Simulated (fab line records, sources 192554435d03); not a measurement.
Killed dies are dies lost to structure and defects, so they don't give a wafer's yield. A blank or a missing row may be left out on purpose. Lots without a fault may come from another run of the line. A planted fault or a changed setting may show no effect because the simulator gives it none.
Split-lot experiment | flow n5_finfet | 7 lots, 21 wafers read, on a route of 1938 steps

THE SPLIT
At N5_SDB_CUT_ETCH_26 (etches Si in HBr/Cl2/O2, target depth 129.6 nm, bt time 20 s, time 51.8 s), the setting icp_w was moved away from the recipe's 800 W on 9 of the 21 wafers read, by -16.9% to +15.7%. The other wafers ran this setting at the recipe's value.

The reading is taken at the split's own step.

THE READING
etch.depth_nm (the simulator's own value, which no gauge read), in nm, at N5_SDB_CUT_ETCH_26 (etches Si in HBr/Cl2/O2, target depth 129.6 nm, bt time 20 s, time 51.8 s). The file gives no usual value for it. The 12 wafers here that ran the recipe average 132.4 nm, standard deviation 1.7 nm.

wafer  | tool, chamber at the split | icp_w as run, W | against the recipe | etch.depth_nm, nm | against lot-mates on the recipe
L076.1 | rie_si-04, 3               | 800             | recipe             | 133.2             | -
L076.2 | rie_si-04, 2               | 800             | recipe             | 132.7             | -
L076.4 | rie_si-04, 1               | 800             | recipe             | 133.4             | -
L082.1 | rie_si-05, 3               | 800             | recipe             | 130.7             | -
L082.2 | rie_si-05, 0               | 664.6           | -16.9%             | 117.8             | -12.9
L082.6 | rie_si-05, 2               | 664.6           | -16.9%             | 115               | -15.7
L089.2 | rie_si-01, 3               | 852.1           | +6.5%              | 132.4             | +2.3
L089.3 | rie_si-01, 0               | 852.1           | +6.5%              | 133.9             | +3.8
L089.6 | rie_si-01, 0               | 800             | recipe             | 130.1             | -
L093.4 | rie_si-04, 3               | 800             | recipe             | 134.5             | -
L093.5 | rie_si-04, 3               | 800             | recipe             | 133.9             | -
L093.6 | rie_si-04, 2               | 800             | recipe             | 133.7             | -
L094.1 | rie_si-04, 0               | 800             | recipe             | 130.6             | -
L094.5 | rie_si-04, 3               | 800             | recipe             | 133.8             | -
L094.6 | rie_si-04, 0               | 705.4           | -11.8%             | 123.6             | -8.6
L092.1 | rie_si-04, 3               | 925.2           | +15.7%             | 141.2             | +11.8
L092.4 | rie_si-04, 0               | 800             | recipe             | 129.4             | -
L092.5 | rie_si-04, 1               | 925.2           | +15.7%             | 142.3             | +12.9
L096.1 | rie_si-04, 3               | 924.1           | +15.5%             | 142.8             | +9.8
L096.2 | rie_si-04, 2               | 924.1           | +15.5%             | 142.9             | +9.9
L096.6 | rie_si-04, 2               | 800             | recipe             | 133               | -

THE FIT
A straight line over all 21 wafers: etch.depth_nm changes by +0.736 nm for each +1% of icp_w; r = +0.96; the points scatter about the line by 2.1 nm.
The same after taking each lot's own level away (the mean of its wafers on the recipe; 21 wafers): +0.752 nm for each +1%; r = +0.99; scatter 1.2 nm.
On that fit, the largest move of icp_w shifts the reading by 13 nm.
The lots' own levels span 129.40 to 134.03 nm, that is 2.8 times the standard deviation above.
So the lot-to-lot level changes the slope little: the two slopes agree.
Check: with one of the wafers moved furthest among these (-16.9%) left out of the fit, the line predicts -13.2 nm for it against its lot-mates. It came out at -12.9 nm against them.

OTHER SPLITS ON THESE WAFERS
These wafers also went through other splits before the reading. Each is held against what the fit with the lots' levels taken away leaves over:
other split on the same wafers | wafers away from the commonest value | r with etch.depth_nm (lot level and that fit taken away)
N5_SDB_STRIP_22 power_w        | 10                                   | -0.22

THE WHOLE CHAIN: every reading that the file lists as answering this split, in the file's order
step               | what it does                                                              | reading                                                               | change (the file's fit)               | r (the file's)
N5_SDB_CUT_ETCH_26 | etches Si in HBr/Cl2/O2, target depth 129.6 nm, bt time 20 s, time 51.8 s | SDB.feature_depth_nm (the simulator's own value, which no gauge read) | +0.746 nm for each +1% of the setting | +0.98
N5_SDB_CUT_ETCH_26 | etches Si in HBr/Cl2/O2, target depth 129.6 nm, bt time 20 s, time 51.8 s | etch.depth_nm (the simulator's own value, which no gauge read)        | +0.744 nm for each +1% of the setting | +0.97

THE FILE'S OWN FIT
etch.depth_nm changes by +0.744 nm for each +1% of icp_w, r = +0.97.
